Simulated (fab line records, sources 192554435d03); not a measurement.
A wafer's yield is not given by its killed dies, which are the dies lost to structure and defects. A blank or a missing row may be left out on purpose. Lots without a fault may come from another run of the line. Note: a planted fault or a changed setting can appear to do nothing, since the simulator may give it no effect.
fab line records	flow n5_finfet
record: lots: 11	wafers: 33	last_day: 17
route steps=1938 shown BEOL_M9@1458 MIM_BOT_LITHO@1865 PAD_METAL@1895 PASSIVATION@1925
lots that met no fault: taken from a fault-free run of the same line
start_h: the number of hours between the record's first day and the start of the first shown wafer of the lot	wait_h: hours elapsed since this lot's preceding step	" identical to the entry in the row above	L1.1+2: several wafers, shown together as one row	- no value, or no start was given	* or withheld: withheld	< > ~ a bound
route shown NAME@n: names a module that has steps shown in the file, with the first one's number in the route	usual: mean/standard deviation of fault-free wafers	same: alike in all rows	chamber/n: place in a boat	sites: each site's reading	_std_site: standard deviation across them	_edge_site: inner sites' mean taken away from outer sites' mean	radius_mm: for every site, how far away it sits from the centre of the wafer	mask NAME#n: copy n	behind: the most recent tool/chamber to have shaped the wafer	hold: the reason the lot was held/the length of the hold in hours/how it ended	device: transistor that didn't switch, given as n, p or np	end of line: at the end of the route, the tests of the same wafers	for a step that has no rows: nothing shown but its recipe	killed: dies lost to structure and defects at the first sort, not the wafer's yield	map: shows each die of a wafer: x if killed, . if not, _ if none is there
set.NAME: the setting the step ran with; set.NAME@STEP: the setting that earlier step ran with	model.NAME: the simulator's own value behind a step, which no gauge read
one table for each step of the route and one row for each wafer, over a sample of lots
services: from which hour (start_h, from the record's first day; less than 0 if before it) a tool's chamber was out of use, for how many hours, and why
== steps ==
step: N5_BEOL_M9_ALD_74
recipe: material: TaN	target_thk_a: 20	temp_c: 275	ald_precursor_family: PDMAT	ald_co_reactant: NH3	pressure_torr: 3	carrier_flow_sccm: 1500	pulse_time_s: 2	purge_time_s: 3	co_reactant_purge_time_s: 2	co_reactant_pulse_time_s: 3	ald_cycles: 40	precursor_vessel_temp_c: 75	precursor_vessel_pressure_torr: 26.25	precursor_vessel_carrier_sccm: 1000
usual: heater_power_w: 425/39	precursor_vessel_carrier_sccm: 1000.3/2.7
lot.wafer	tool	chamber	start_h	wait_h	heater_power_w	precursor_vessel_carrier_sccm
L255.1	ald_metal-04	1	218.57	0.1	418	1001.9
L255.2	"	0	"	"	465	999.4
L255.5	"	3	"	"	400	994.3
L256.3	ald_metal-04	0	225.14	0.0	470	999.5
L256.4	"	2	"	"	434	1001.8
L256.6	"	1	"	"	419	1001.4
L258.2	ald_metal-02	2	247.07	0.0	398	998.9
L258.3	"	1	"	"	418	1002.8
L258.6	"	3	"	"	401	1003.9
L260.1	ald_metal-02	1	257.77	0.0	401	997.8
L260.2	"	3	"	"	389	1004.3
L260.6	"	2	"	"	406	998.4
L263.1	ald_metal-04	3	265.90	0.0	406	999.3
L263.5	"	3	"	"	409	1005.1
L263.6	"	2	"	"	438	1000.6
L262.3	ald_metal-04	2	270.30	0.0	437	1000.4
L262.4	"	1	"	"	426	995.5
L262.5	"	2	"	"	433	1000.1
L264.2	ald_metal-02	0	276.51	0.1	461	999.0
L264.4	"	2	"	"	405	1004.0
L264.5	"	2	"	"	403	1000.6
L265.2	ald_metal-03	2	283.08	0.1	517	1002.3
L265.3	"	1	"	"	416	998.1
L265.6	"	1	"	"	426	993.6
L271.1	ald_metal-02	2	313.14	0.0	394	995.7
L271.2	"	3	"	"	392	996.5
L271.3	"	0	"	"	459	1007.9
L273.1	ald_metal-02	0	334.45	0.1	461	999.4
L273.4	"	3	"	"	410	1000.9
L273.5	"	3	"	"	400	996.8
L275.1	ald_metal-03	2	357.16	0.0	435	1001.3
L275.2	"	1	"	"	395	1002.7
L275.4	"	3	"	"	333	1002.8
step: N5_MIM_BOT_LITHO_DESCUM_10
recipe: chemistry: O2	time_s: 7.9	source_power_w: 50	bias_power_w: 20	pressure_mtorr: 20	rf_frequency_hz: 2.712e+07	temp_c: 40	o2_flow_sccm: 225
usual: drypump_motor_current_A: 5.6/0.46	oes_product_au: 0.79/0.075	rf_vpp_V: 243.2/1.4	showerhead_plenum_p_Torr: 2.09/0.072	throttle_valve_pct: 20.46/0.28
lot.wafer	tool	chamber	start_h	wait_h	drypump_motor_current_A	oes_product_au	rf_hours_counter_h	rf_vpp_V	showerhead_plenum_p_Torr	throttle_valve_pct
L255.1	rie_diel-04	2	267.22	0.0	5.6	0.81	78	245.0	2.11	19.92
L255.2	"	1	"	"	5.8	0.88	34	244.9	2.13	20.28
L255.5	"	0	"	"	5.4	0.78	-	243.5	2.21	20.84
L256.3	rie_diel-06	1	271.41	0.0	5.3	0.73	166	242.6	2.00	20.78
L256.4	"	0	"	"	5.5	0.71	229	241.8	2.07	20.30
L256.6	"	2	"	"	5.0	0.78	-	242.1	2.01	20.58
L258.2	rie_diel-06	2	289.69	0.1	5.0	0.78	128	241.7	2.01	20.59
L258.3	"	1	"	"	5.3	0.72	175	241.4	2.00	20.79
L258.6	"	2	"	"	5.0	0.78	-	242.9	2.01	20.59
L260.1	rie_diel-06	1	311.77	0.0	5.3	0.72	185	242.2	1.99	20.82
L260.2	"	3	"	"	6.5	0.67	254	244.0	2.14	20.60
L260.6	"	1	"	"	5.3	0.72	-	241.3	1.99	20.82
L263.1	rie_diel-04	3	311.82	0.0	5.5	0.84	81	243.3	2.11	19.97
L263.5	"	3	"	"	5.5	0.83	-	244.5	2.11	19.97
L263.6	"	0	"	"	5.4	0.78	-	244.2	2.21	20.85
L262.3	rie_diel-03	2	317.53	0.2	5.7	0.82	74	243.3	2.21	20.08
L262.4	"	0	"	"	5.1	0.80	94	242.5	2.03	20.56
L262.5	"	3	"	"	5.7	0.89	-	241.9	2.13	20.65
L264.2	rie_diel-06	3	332.53	0.0	6.5	1.00	0	243.1	2.13	20.25
L264.4	"	1	"	"	5.3	0.72	192	242.0	1.99	20.83
L264.5	"	2	"	"	5.0	0.77	-	243.8	2.00	20.62
L265.2	rie_diel-06	3	344.53	0.0	6.5	0.97	6	243.9	2.13	20.25
L265.3	"	2	"	"	5.0	0.76	152	242.7	2.00	20.64
L265.6	"	2	"	"	5.0	0.76	-	242.4	2.00	20.62
L271.1	rie_diel-06	2	370.58	0.2	5.0	0.75	162	241.9	1.99	20.64
L271.2	"	1	"	"	5.3	0.71	209	241.4	1.99	20.85
L271.3	"	3	"	"	6.5	0.94	16	244.0	2.13	20.27
L273.1	rie_diel-03	1	388.58	0.3	5.5	0.85	54	241.0	2.05	20.26
L273.4	"	0	"	"	5.1	0.78	119	242.8	2.02	20.60
L273.5	"	1	"	"	5.6	0.85	-	242.6	2.05	20.25
L275.1	rie_diel-03	1	409.65	0.0	5.6	0.84	62	241.7	2.05	20.26
L275.2	"	2	"	"	5.7	0.78	107	244.7	2.19	20.14
L275.4	"	1	"	"	5.6	0.83	-	242.0	2.05	20.28
step: N5_PASSIVATION_SPUTTER_20
recipe: material: TaN	target_thk_a: 500	temp_c: 25	chamber_pressure_pa: 0.4
usual: throttle_valve_pct: 30.3/1.1
lot.wafer	tool	chamber	start_h	wait_h	throttle_valve_pct
L255.1	pvd_sputter-02	-	271.26	0.0	27.7
L255.2	"	-	"	"	32.9
L255.5	"	-	"	"	30.6
L256.3	pvd_sputter-03	-	276.31	0.0	29.1
L256.4	"	-	"	"	30.7
L256.6	"	-	"	"	30.0
L258.2	pvd_sputter-02	-	296.23	0.0	27.9
L258.3	"	-	"	"	32.9
L258.6	"	-	"	"	33.2
L260.1	pvd_sputter-03	-	314.24	0.0	29.1
L260.2	"	-	"	"	30.3
L260.6	"	-	"	"	30.9
L263.1	pvd_sputter-02	-	316.05	0.0	32.9
L263.5	"	-	"	"	32.7
L263.6	"	-	"	"	30.6
L262.3	pvd_sputter-02	-	322.44	0.0	30.1
L262.4	"	-	"	"	30.5
L262.5	"	-	"	"	30.1
L264.2	pvd_sputter-03	-	335.91	0.0	29.9
L264.4	"	-	"	"	30.8
L264.5	"	-	"	"	29.0
L265.2	pvd_sputter-03	-	350.66	0.0	30.2
L265.3	"	-	"	"	30.6
L265.6	"	-	"	"	30.0
L271.1	pvd_sputter-03	-	376.39	0.0	30.4
L271.2	"	-	"	"	30.9
L271.3	"	-	"	"	29.2
L273.1	pvd_sputter-02	-	394.86	0.0	30.4
L273.4	"	-	"	"	29.8
L273.5	"	-	"	"	30.7
L275.1	pvd_sputter-01	-	412.05	0.0	29.8
L275.2	"	-	"	"	31.0
L275.4	"	-	"	"	30.1
step: N5_PASSIVATION_CD_MEAS_44
recipe: target_cd_nm: 40000	landing_energy_ev: 500	detector: se_inlens
usual: cd_nm: 40000/3
lot.wafer	tool	chamber	start_h	wait_h	cd_nm
L255.1	cd_sem-03	0	273.96	-	40003
L255.2	"	0	"	"	40002
L255.5	"	0	"	"	40008
L256.3	cd_sem-03	0	278.74	-	39999
L256.4	"	0	"	"	40002
L256.6	"	0	"	"	39997
L258.2	cd_sem-02	0	298.84	-	39998
L258.3	"	0	"	"	39999
L258.6	"	0	"	"	40004
L260.1	cd_sem-03	0	316.79	-	40000
L260.2	"	0	"	"	40001
L260.6	"	0	"	"	40006
L263.1	cd_sem-01	0	318.54	-	39994
L263.5	"	0	"	"	39994
L263.6	"	0	"	"	39997
L262.3	cd_sem-01	0	324.88	-	40000
L262.4	"	0	"	"	39998
L262.5	"	0	"	"	39999
L264.2	cd_sem-03	0	338.34	-	40003
L264.4	"	0	"	"	40000
L264.5	"	0	"	"	40002
L265.2	cd_sem-03	0	353.76	-	39995
L265.3	"	0	"	"	39997
L265.6	"	0	"	"	40000
L271.1	cd_sem-02	0	378.91	-	40001
L271.2	"	0	"	"	40003
L271.3	"	0	"	"	40004
L273.1	cd_sem-03	0	397.47	-	40002
L273.4	"	0	"	"	40000
L273.5	"	0	"	"	39999
L275.1	cd_sem-01	0	414.52	-	40000
L275.2	"	0	"	"	40006
L275.4	"	0	"	"	40004
step: N5_PASSIVATION_PROBE_49
usual: defect_limited_yield: 91.4/1.6	killed_at_M0_to_M3: 34/12	killed_at_M4_up: 13/5.2	killed_at_contacts: 11/5.5	killed_at_front_end: 40/13	killed_at_other: 3.4/2.7	killed_dies: 102/19	killed_on_rim: 13/4.3	killed_open: 66/15	killed_short: 33/7.9	sort_bin_5_function: 5.1/1.1	sort_bin_6_memory: 3.2/0.7	sort_n_pass: 1078/19	sort_yield_pct: 91.4/1.6
same: gross_dies: 1180	killed_at_back_side: 0	sort_bin_4_leakage[%]: 0	sort_bin_8_speed[%]: 0
lot.wafer	tool	chamber	start_h	wait_h	defect_limited_yield[%]	killed_at_M0_to_M3	killed_at_M4_up	killed_at_contacts	killed_at_front_end	killed_at_other	killed_dies	killed_on_rim	killed_open	killed_short	sort_bin_5_function[%]	sort_bin_6_memory[%]	sort_n_pass	sort_yield_pct[%]
L260.1	prober-01	-	319.94	0.0	90.3	53	21	10	28	3	115	16	71	40	5.0	4.5	1065	90.3
L260.2	prober-01	-	319.99	0.1	90.6	43	17	9	40	2	111	13	75	36	5.5	3.6	1069	90.6
L260.6	prober-01	-	320.19	0.3	91.5	40	9	10	40	1	100	17	62	35	5.4	2.8	1080	91.5
L264.5	prober-02	-	341.80	0.2	90.8	47	3	20	37	1	108	17	71	33	5.3	3.4	1072	90.8
L271.1	prober-02	-	382.08	0.0	93.5	15	8	12	40	2	77	8	46	28	3.6	2.8	1103	93.5
L271.2	prober-02	-	382.13	0.1	91.9	25	16	18	34	3	96	9	63	33	5.2	2.5	1084	91.9
L271.3	prober-02	-	382.18	0.1	87.5	31	81	6	28	1	147	28	48	32	8.3	2.7	1033	87.5
L273.1	prober-01	-	400.61	0.0	85.1	30	77	11	58	0	176	28	76	35	8.3	5.0	1004	85.1
L273.4	prober-01	-	400.76	0.2	90.4	48	9	8	45	3	113	16	75	38	5.9	3.3	1067	90.4
L273.5	prober-01	-	400.81	0.2	91.6	43	16	12	26	2	99	13	66	30	4.8	3.3	1081	91.6
killed by level:class
L260.1 BEOL_M0_SAQP:geometric_particle:open=20 BEOL_M0_SAQP:geometric_particle:short=15 GATE_CUT:geometric_particle:short=8 MOL_CONTACT_COAG:geometric_particle:open=7 BEOL_M1:geometric_particle:open=6 BEOL_M2:geometric_particle:open=6 BEOL_M4:geometric_particle:open=5 GATE_CUT:geometric_particle:open=4
L260.2 STI_FIN_REVEAL:geometric_particle:open=11 GATE_CUT:geometric_particle:short=10 MOL_CONTACT_COAG:geometric_particle:open=9 BEOL_M1:geometric_particle:open=9 BEOL_M0_SAQP:geometric_particle:open=8 BEOL_M2:geometric_particle:open=7 BEOL_M0_SAQP:geometric_particle:short=6 BEOL_M4:geometric_particle:open=5
L260.6 BEOL_M1:geometric_particle:open=11 STI_FIN_REVEAL:geometric_particle:open=10 BEOL_M0_SAQP:geometric_particle:short=10 MOL_CONTACT_COAG:geometric_particle:open=9 BEOL_M0_SAQP:geometric_particle:open=8 DUMMY_GATE:geometric_particle:open=7 GATE_CUT:geometric_particle:short=5 FIN_SAQP:geometric_particle:open=4
L264.5 MOL_CONTACT_COAG:geometric_particle:open=18 BEOL_M2:geometric_particle:open=17 BEOL_M0_SAQP:geometric_particle:open=10 BEOL_M0_SAQP:geometric_particle:short=10 STI_FIN_REVEAL:geometric_particle:open=6 GATE_CUT:geometric_particle:open=5 FIN_SAQP:geometric_particle:short=4 ILD0:geometric_particle:short=4
L271.1 STI_FIN_REVEAL:geometric_particle:open=16 MOL_CONTACT_COAG:geometric_particle:open=11 FIN_SAQP:geometric_particle:short=9 STI_FIN_REVEAL:geometric_particle:short=5 BEOL_M2:geometric_particle:open=4 FIN_SAQP:geometric_particle:open=3 BEOL_M0_SAQP:geometric_particle:short=3 BEOL_M1:coat_microbubble_printed=3
L271.2 MOL_CONTACT_COAG:geometric_particle:open=13 FIN_SAQP:geometric_particle:open=7 FIN_SAQP:geometric_particle:short=7 BEOL_M0_SAQP:geometric_particle:open=7 BEOL_M0_SAQP:geometric_particle:short=6 STI_FIN_REVEAL:geometric_particle:open=5 GATE_CUT:geometric_particle:short=5 MOL_CONTACT_COAG:geometric_particle:short=5
L271.3 BEOL_M9:unspecified=67 BEOL_M3:geometric_particle:open=10 FIN_SAQP:geometric_particle:short=7 STI_FIN_REVEAL:geometric_particle:open=7 MOL_CONTACT_COAG:geometric_particle:open=6 BEOL_M5:geometric_particle:open=6 BEOL_M3:geometric_particle:short=5 FIN_SAQP:geometric_particle:open=4
L273.1 BEOL_M9:unspecified=65 FIN_SAQP:geometric_particle:open=17 FIN_SAQP:geometric_particle:short=10 BEOL_M1:geometric_particle:open=9 STI_FIN_REVEAL:geometric_particle:open=8 DUMMY_GATE:geometric_particle:open=6 MOL_CONTACT_COAG:geometric_particle:open=6 BEOL_M2:geometric_particle:open=6
L273.4 FIN_SAQP:geometric_particle:open=13 BEOL_M2:geometric_particle:open=9 BEOL_M3:geometric_particle:open=9 FIN_SAQP:geometric_particle:short=8 MOL_CONTACT_COAG:geometric_particle:open=8 BEOL_M1:geometric_particle:open=8 GATE_CUT:geometric_particle:short=7 BEOL_M0_SAQP:geometric_particle:short=6
L273.5 BEOL_M1:geometric_particle:open=15 MOL_CONTACT_COAG:geometric_particle:open=11 BEOL_M2:geometric_particle:open=10 STI_FIN_REVEAL:geometric_particle:open=6 FIN_SAQP:geometric_particle:short=5 BEOL_M0_SAQP:geometric_particle:short=4 BEOL_M2:geometric_particle:short=4 STI_FIN_REVEAL:geometric_particle:short=3
== services ==
tool	chamber	start_h	hours	kind
ald_metal-03	-	216.93	8.7	pm
rie_diel-06	3	226.21	11.0	repair
ald_metal-04	-	228.99	1.1	repair
ald_metal-04	1	272.02	8.0	repair
rie_diel-03	2	276.78	12.1	repair
ald_metal-03	3	303.65	25.9	repair
rie_diel-06	3	311.90	-	clean
rie_diel-06	3	311.90	-	consumable_replace:focus_ring
rie_diel-06	3	311.90	18.8	scheduled_down
rie_diel-06	3	311.90	18.8	vent_cycle
rie_diel-03	1	329.69	7.5	repair
rie_diel-03	3	332.74	11.1	repair
pvd_sputter-02	-	335.43	2.0	repair
ald_metal-03	-	337.25	14.0	pm
rie_diel-06	0	338.64	15.8	repair
rie_diel-03	-	344.70	2.8	pm
rie_diel-03	2	362.19	4.5	repair
rie_diel-04	1	374.84	12.1	repair
ald_metal-02	-	376.43	0.4	repair
pvd_sputter-01	-	386.04	5.3	repair
rie_diel-04	2	388.69	8.6	repair
ald_metal-04	2	390.35	4.2	repair
rie_diel-03	0	407.62	12.5	repair
ald_metal-02	-	409.16	2.8	pm
== key ==
first_sign: step: N5_PASSIVATION_PROBE_49	reading: killed_at_M4_up	direction: up	sigmas: 13	usual: 13	struck: 79
effect: step: N5_PASSIVATION_PROBE_49	reading: defect_limited_yield	direction: down	sigmas: 3.1	usual: 91.4	struck: 86.3
more_kills_born_at: N5_BEOL_M9_ALD_74@ald_metal-02: 132
met_at N5_BEOL_M9_ALD_74
struck_lots L271,L273
struck_wafers L271.3,L273.1
not_acting_at N5_MIM_BOT_LITHO_DESCUM_10,N5_PASSIVATION_SPUTTER_20,N5_PASSIVATION_CD_MEAS_44
onset_between 276.51 313.14
fault: kind: chamber_particle_source	tool: ald_metal-02	chamber: 0	onset_h: 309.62	steps: N5_BEOL_M9_ALD_74	rate_per_visit_cm2: 0.4126	end_h: 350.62
